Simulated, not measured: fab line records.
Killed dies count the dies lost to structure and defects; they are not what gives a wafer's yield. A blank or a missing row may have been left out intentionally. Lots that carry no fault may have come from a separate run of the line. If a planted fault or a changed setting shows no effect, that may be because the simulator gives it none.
Which tool was responsible? | flow nandHarc | 7 lots with 21 wafers sampled at 2 steps, on a route of 1302 steps

== WHAT EACH GAUGE READ, for each wafer ==
NHARC_A_ONON_D1_THK_MEAS_11: measures by ellipsometry.
lot  | measured     | on           | thkNm (nm)
L336 | day 8 21:28  | filmMetro-01 | 996 999 999
L338 | day 9 13:25  | filmMetro-01 | 1003 1003 1004
L341 | day 10 19:22 | filmMetro-01 | 986 986 985
L344 | day 12 00:28 | filmMetro-01 | 990 990 990
L346 | day 12 15:12 | filmMetro-02 | 1008 1009 1008
L351 | day 14 20:31 | filmMetro-02 | 614 615 615
L357 | day 17 11:47 | filmMetro-01 | 978 978 978

== WHICH TOOL RAN EACH LOT (tool, then ch and the chambers of the sampled wafers, then the start) ==
lot  | NHARC_A_ONON_D1_DEP_09
L336 | pecvdOnon-01 ch 0, day 8 20:57
L338 | pecvdOnon-02 ch 0, day 9 12:54
L341 | pecvdOnon-02 ch 0, day 10 18:50
L344 | pecvdOnon-04 ch 0, day 11 23:58
L346 | pecvdOnon-02 ch 0, day 12 14:45
L351 | pecvdOnon-02 ch 0, day 14 20:04
L357 | pecvdOnon-01 ch 0, day 17 11:23
- NHARC_A_ONON_D1_DEP_09: target thk 1000 nm.

== THE ANSWER, worked out from the rows above alone ==
Rule: what is usual is taken from the lots themselves. Put in order of their means at a reading, lots are off if they are a third of the lots or fewer, leave a main group of 4 or more, and stand apart from it by a gap of 3 or more times the standard deviation of the main group's means; of several such gaps the widest counts. A main group is skipped when, at the precision printed for the reading in the tables above, its means are all equal. A lot without any number at a reading at which 4 lots or more have one is off too. Any other lot the step has rows for is counted as sound.
Off: L351 (NHARC_A_ONON_D1_THK_MEAS_11, thkNm). Mean 994 nm and standard deviation 10 in the main group.
If a tool, at a process step before that reading, ran all the lots that are off and no sound lot after the first of them, it fits. The gauges at NHARC_A_ONON_D1_THK_MEAS_11 are tried like those tools. 2 tools fit, pecvdOnon-02 at NHARC_A_ONON_D1_DEP_09 and filmMetro-02 at NHARC_A_ONON_D1_THK_MEAS_11, so this cannot tell which one it is.

== WHAT THE SIMULATOR HAD PUT IN ==
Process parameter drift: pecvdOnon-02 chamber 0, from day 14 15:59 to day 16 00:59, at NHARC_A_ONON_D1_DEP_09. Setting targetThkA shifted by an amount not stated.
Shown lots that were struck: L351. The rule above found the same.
